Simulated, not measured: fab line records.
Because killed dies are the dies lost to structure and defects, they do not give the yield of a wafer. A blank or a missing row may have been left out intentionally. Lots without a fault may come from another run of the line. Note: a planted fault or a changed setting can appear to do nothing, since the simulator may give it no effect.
Matching of chambers ; flow nand-harc ; ald-metal-04 running NHARC_A_BLC_ALD_23: 4 sister chambers
The step deposits TiN, target thk 3 nm, pulse time 1 s, ald cycles 150. 4 wafers are shown with their chamber, then 9 later ones without.

== WAFERS PAIRED WITH THEIR CHAMBERS ==
wafer;chamber;heater-power-w (W)
L085.1;3;1041
L085.4;2;1044
L085.5;1;1210
L085.6;0;964

== WAFERS WITH NO CHAMBER GIVEN ==
wafer;heater-power-w (W)
L094.1;1040
L094.2;1202
L094.3;923
L095.2;1006
L095.4;1037
L095.6;1056
L097.2;1051
L097.3;1226
L097.6;931

== THE CHAMBER EACH PASSED THROUGH ==
wafer;from the rows above;in truth
L094.1;can't be placed: 3 or 2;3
L094.2;1;1
L094.3;0;0
L095.2;can't be placed: 3 or 2 or 0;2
L095.4;can't be placed: 3 or 2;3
L095.6;can't be placed: 2 or 3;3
L097.2;can't be placed: 2 or 3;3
L097.3;1;1
L097.6;0;0
Correctly placed: 4 of 9. Can't be placed from these rows: 5 (the true chamber is among the candidates in 5). Wrongly placed: 0.
How it was worked out, from the rows above alone: a wafer's distance from a chamber is the root of the sum, over the readings, of the square of ((its reading less the chamber's mean) divided by the reading's scatter). If the next closest chamber is less than 2 further off than the closest, the wafer can't be placed; otherwise it belongs to the closest. The mean given for a chamber averages the wafers shown for that chamber. The scatter: root of mean squared gap, hidden wafer to nearest shown wafer, with one shown wafer a chamber.
